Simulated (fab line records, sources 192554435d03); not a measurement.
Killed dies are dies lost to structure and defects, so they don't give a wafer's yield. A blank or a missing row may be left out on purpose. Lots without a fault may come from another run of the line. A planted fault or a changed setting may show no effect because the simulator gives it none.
Chamber matching | flow n5_finfet | N5_HKMG_FIN_DESCUM_53 on rie_diel-04: 4 sister chambers
The step chemistry O2, time 7.9 s. 8 wafers are shown with their chamber, then 10 later ones without.

WAFERS WITH THEIR CHAMBER
wafer  | chamber | throttle_valve_pct (%) | drypump_motor_current_A (A)
L078.4 | 3       | 20.81                  | 5.6
L082.5 | 3       | 20.81                  | 5.6
L084.5 | 1       | 20.49                  | 5.5
L086.1 | 0       | 20.35                  | 5.3
L086.3 | 2       | 20.04                  | 6.0
L086.5 | 1       | 20.49                  | 5.5
L092.2 | 2       | 20.05                  | 5.9
L092.4 | 0       | 20.37                  | 5.3

WAFERS WITHOUT THEIR CHAMBER
wafer  | throttle_valve_pct (%) | drypump_motor_current_A (A)
L092.5 | 20.05                  | 5.9
L093.3 | 20.56                  | 5.6
L093.5 | 20.53                  | 5.6
L093.6 | 20.04                  | 5.9
L095.1 | 20.53                  | 5.5
L095.4 | 20.53                  | 5.5
L095.6 | 20.05                  | 6.0
L091.3 | 20.09                  | 6.0
L091.4 | 20.39                  | 5.3
L091.5 | 20.53                  | 5.5

WHICH CHAMBER EACH WENT THROUGH
wafer  | from the rows above | in truth
L092.5 | 2                   | 2
L093.3 | 1                   | 1
L093.5 | 1                   | 1
L093.6 | 2                   | 2
L095.1 | 1                   | 1
L095.4 | 1                   | 1
L095.6 | 2                   | 2
L091.3 | 2                   | 2
L091.4 | 0                   | 0
L091.5 | 1                   | 1
Placed correctly: 10 of 10. Can't be placed from these rows: 0. Placed wrongly: 0.
How it was worked out, from the rows above alone: a wafer's distance from a chamber is the root of the sum, over the readings, of the square of ((its reading less the chamber's mean) divided by the reading's scatter). The wafer belongs to the nearest chamber; if the next one is less than 2 further off, it can't be placed. A chamber's mean is the mean of its shown wafers. The scatter: the root of (the sum of the squares of (reading less its chamber's mean) over the shown wafers, divided by (wafers less chambers)).
